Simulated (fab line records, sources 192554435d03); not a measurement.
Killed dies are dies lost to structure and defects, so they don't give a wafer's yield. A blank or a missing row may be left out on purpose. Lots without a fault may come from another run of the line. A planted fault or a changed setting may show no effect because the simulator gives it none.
Split-lot experiment | flow n5_finfet | 7 lots, 39 wafers read, on a route of 1938 steps

THE SPLIT
At N5_BEOL_M9_ETCH_66 (etches SOC in N2/H2, target depth 80 nm, overetch 16 nm, time 120 s), the setting target_depth_a was moved away from the recipe's 800 angstrom on 15 of the 39 wafers read, by -44.7% to +58.7%. The other wafers ran this setting at the recipe's value.

The reading is taken at the split's own step.

THE READING
SiARC_of_BEOL_M9_COAT_64.thk_nm (the simulator's own value, which no gauge read), in nm, at N5_BEOL_M9_ETCH_66 (etches SOC in N2/H2, target depth 80 nm, overetch 16 nm, time 120 s). The file gives no usual value for it. The 24 wafers here that ran the recipe average 6.5 nm, standard deviation 0.11 nm.

wafer  | tool, chamber at the split | target_depth_a as run, angstrom | against the recipe | SiARC_of_BEOL_M9_COAT_64.thk_nm, nm | against lot-mates on the recipe
L077.1 | rie_diel-05, 3             | 442.7                           | -44.7%             | 8.4                                 | +1.9
L077.2 | rie_diel-05, 1,2           | 800                             | recipe             | 6.4                                 | -
L077.6 | rie_diel-05, 1,2           | 800                             | recipe             | 6.4                                 | -
L077.3 | rie_diel-05, 0             | 800                             | recipe             | 6.6                                 | -
L077.4 | rie_diel-05, 2,3           | 442.7                           | -44.7%             | 8.6                                 | +2.1
L077.5 | rie_diel-05, 2,3           | 442.7                           | -44.7%             | 8.6                                 | +2.1
L078.1 | rie_diel-06, 3,3,2         | 800                             | recipe             | 6.4                                 | -
L078.4 | rie_diel-06, 3,3,2         | 800                             | recipe             | 6.4                                 | -
L078.6 | rie_diel-06, 3,3,2         | 800                             | recipe             | 6.4                                 | -
L078.2 | rie_diel-06, 1             | 1172                            | +46.5%             | 4.6                                 | -1.8
L078.3 | rie_diel-06, 2,1           | 1172                            | +46.5%             | 4.4                                 | -2.0
L078.5 | rie_diel-06, 2,1           | 1172                            | +46.5%             | 4.4                                 | -2.0
L080.1 | rie_diel-04, 2             | 1091                            | +36.4%             | 4.6                                 | -1.9
L080.2 | rie_diel-04, 0             | 1091                            | +36.4%             | 4.4                                 | -2.1
L080.6 | rie_diel-04, 0             | 1091                            | +36.4%             | 4.4                                 | -2.1
L080.3 | rie_diel-04, 1,3           | 800                             | recipe             | 6.4                                 | -
L080.5 | rie_diel-04, 1,3           | 800                             | recipe             | 6.4                                 | -
L080.4 | rie_diel-04, 3             | 800                             | recipe             | 6.6                                 | -
L082.1 | rie_diel-04, 2,0           | 800                             | recipe             | 6.4                                 | -
L082.3 | rie_diel-04, 2,0           | 800                             | recipe             | 6.4                                 | -
L082.2 | rie_diel-04, 1,3,1         | 1178                            | +47.2%             | 4.2                                 | -2.1
L082.4 | rie_diel-04, 1,3,1         | 1178                            | +47.2%             | 4.2                                 | -2.1
L082.5 | rie_diel-04, 1,3,1         | 1178                            | +47.2%             | 4.2                                 | -2.1
L082.6 | rie_diel-04, 0             | 800                             | recipe             | 6.2                                 | -
L084.1 | rie_diel-06, 3,2           | 800                             | recipe             | 6.4                                 | -
L084.3 | rie_diel-06, 3,2           | 800                             | recipe             | 6.4                                 | -
L084.2 | rie_diel-06, 0             | 1270                            | +58.7%             | 3.4                                 | -3.1
L084.5 | rie_diel-06, 0             | 1270                            | +58.7%             | 3.4                                 | -3.1
L084.4 | rie_diel-06, 1             | 800                             | recipe             | 6.6                                 | -
L084.6 | rie_diel-06, 1             | 1270                            | +58.7%             | 3.8                                 | -2.7
L094.3 | rie_diel-05, 2,3,2         | 800                             | recipe             | 6.6                                 | -
L094.5 | rie_diel-05, 2,3,2         | 800                             | recipe             | 6.6                                 | -
L094.6 | rie_diel-05, 2,3,2         | 800                             | recipe             | 6.6                                 | -
L096.1 | rie_diel-04, 2,0,0,2       | 800                             | recipe             | 6.4                                 | -
L096.3 | rie_diel-04, 2,0,0,2       | 800                             | recipe             | 6.4                                 | -
L096.5 | rie_diel-04, 2,0,0,2       | 800                             | recipe             | 6.4                                 | -
L096.6 | rie_diel-04, 2,0,0,2       | 800                             | recipe             | 6.4                                 | -
L096.2 | rie_diel-04, 3             | 800                             | recipe             | 6.6                                 | -
L096.4 | rie_diel-04, 3             | 800                             | recipe             | 6.6                                 | -
Where a row lists several chambers, the file gives one row for several wafers and doesn't say which wafer went through which chamber.

THE FIT
A straight line over all 39 wafers: SiARC_of_BEOL_M9_COAT_64.thk_nm changes by -0.0478 nm for each +1% of target_depth_a; r = -0.99; the points scatter about the line by 0.15 nm.
The same after taking each lot's own level away (the mean of its wafers on the recipe; 39 wafers): -0.0472 nm for each +1%; r = -0.99; scatter 0.16 nm.
On that fit, the largest move of target_depth_a shifts the reading by 2.8 nm.
The lots' own levels span 6.33 to 6.60 nm, that is 2.5 times the standard deviation above.
So the lot-to-lot level changes the slope little: the two slopes agree.
Check: with one of the wafers moved furthest among these (+58.7%) left out of the fit, the line predicts -2.75 nm for it against its lot-mates. It came out at -3.07 nm against them.

OTHER SPLITS ON THESE WAFERS
These wafers also went through other splits before the reading. Each is held against what the fit with the lots' levels taken away leaves over:
other split on the same wafers              | wafers away from the commonest value | r with SiARC_of_BEOL_M9_COAT_64.thk_nm (lot level and that fit taken away)
N5_BEOL_M0_SAQP_SPACER2_ALD_26 target_thk_a | 12                                   | -0.09

THE FILE'S OWN FIT
SiARC_of_BEOL_M9_COAT_64.thk_nm changes by -0.0473 nm for each +1% of target_depth_a, r = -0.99.
